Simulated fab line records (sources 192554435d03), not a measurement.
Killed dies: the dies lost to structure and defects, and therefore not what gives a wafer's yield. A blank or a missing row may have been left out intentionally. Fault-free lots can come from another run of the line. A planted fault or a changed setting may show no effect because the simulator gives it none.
The tool behind it: which one? -- flow n5 finfet -- 7 lots with 20 wafers sampled at 6 steps, on a route of 1938 steps

WHAT EACH GAUGE READ, for each wafer
N5_BEOL_M2_CD_MEAS_18: pitch 36 nm, target cd 18 nm.
lot,measured,on,cd nm (nm)
L103,day 6 21:27,cd sem-01,18.6 18.8 18.2
L105,day 7 18:43,cd sem-02,18.6 17.7 18.6
L111,day 9 01:55,cd sem-02,18.2 17.6 19.1
L118,day 10 16:43,cd sem-01,17.9 18.6 18.8
L121,day 11 06:44,cd sem-01,- - -
L123,day 12 09:09,cd sem-01,18.2 19.0
L124,day 12 10:04,cd sem-02,18.0 17.9 19.2

EACH LOT AND THE TOOL THAT RAN IT (in order: tool; ch and the chambers of the sampled wafers; start)
lot,N5_BEOL_M1_ANNEAL_95,N5_BEOL_M1_CMP_52,N5_BEOL_M2_HM_DEP_02,N5_BEOL_M2_ETCH_64,N5_BEOL_M2_HM_OPEN_17
L103,"pvd sputter-03, day 6 19:02","cmp-04 ch 0,3, day 6 19:41","pvd sputter-02, day 6 20:27","rie diel-01 ch 1,2,3, day 6 21:04","rie metal-01 ch 1, day 6 21:14"
L105,"pvd sputter-01, day 7 14:24","cmp-04 ch 0,1,3, day 7 15:06","pvd sputter-02, day 7 17:36","rie diel-01 ch 2,3, day 7 18:22","rie metal-02 ch 0, day 7 18:32"
L111,"pvd sputter-02, day 8 21:03","cmp-01 ch 1,2, day 8 21:43","pvd sputter-01, day 9 00:28","rie diel-06 ch 1,2, day 9 01:33","rie metal-01 ch 0,1, day 9 01:43"
L118,"pvd sputter-01, day 10 11:35","cmp-04 ch 0,1,3, day 10 12:50","pvd sputter-01, day 10 15:37","rie diel-06 ch 0,1,2, day 10 16:20","rie metal-01 ch 0,1, day 10 16:33"
L121,"pvd sputter-03, day 11 03:33","cmp-04 ch 0,2,3, day 11 04:14","pvd sputter-02, day 11 05:46","rie diel-06 ch 0,1,2, day 11 06:21","rie metal-03 ch 0,1, day 11 06:32"
L123,"pvd sputter-02, day 12 06:01","cmp-03 ch 2,3, day 12 06:43","pvd sputter-03, day 12 08:02","rie diel-01 ch 0,1, day 12 08:47","rie metal-02 ch 0,1, day 12 08:58"
L124,"pvd sputter-01, day 12 07:24","cmp-04 ch 0,1,2, day 12 08:14","pvd sputter-01, day 12 09:07","rie diel-01 ch 0,2,3, day 12 09:43","rie metal-01 ch 0,1, day 12 09:53"
- N5_BEOL_M1_ANNEAL_95: time 240 s.
- N5_BEOL_M1_CMP_52: polishes, stops on SiOC, t overpolish 6.8 s, target thk 40 nm.
- N5_BEOL_M2_HM_DEP_02: deposits TiN, target thk 20 nm.
- N5_BEOL_M2_ETCH_64: etches SOC in N2/H2, target depth 75 nm, overetch 22.5 nm, time 121.9 s.
- N5_BEOL_M2_HM_OPEN_17: chemistry Cl2/BCl3, target TiN, target depth 20 nm, overetch 6 nm.

THE ANSWER, worked out from the rows above alone
Rule: the usual values come from the lots themselves. Put in order of their means at a reading, lots are off if they are a third of the lots or fewer, leave a main group of 4 or more, and stand apart from it by a gap of 3 or more times the standard deviation of the main group's means; of several such gaps the widest counts. A main group is skipped when, at the precision printed for the reading in the tables above, its means are all equal. A lot without any number at a reading at which 4 lots or more have one is off too. The other lots that the step has rows for count as sound.
Off, at N5_BEOL_M2_CD_MEAS_18 on cd nm: L121. Without a number there: L121. For the main group the mean is 18.4 nm and the standard deviation 0.11.
A tool fits if, at a process step before that reading, it ran every lot that is off, and no sound lot after the first of them. The gauges at N5_BEOL_M2_CD_MEAS_18 are tried like those tools. Can't be told from this: 4 tools fit, pvd sputter-03 at N5_BEOL_M1_ANNEAL_95, pvd sputter-02 at N5_BEOL_M2_HM_DEP_02, rie diel-06 at N5_BEOL_M2_ETCH_64, rie metal-03 at N5_BEOL_M2_HM_OPEN_17.

WHAT THE SIMULATOR HAD INSERTED
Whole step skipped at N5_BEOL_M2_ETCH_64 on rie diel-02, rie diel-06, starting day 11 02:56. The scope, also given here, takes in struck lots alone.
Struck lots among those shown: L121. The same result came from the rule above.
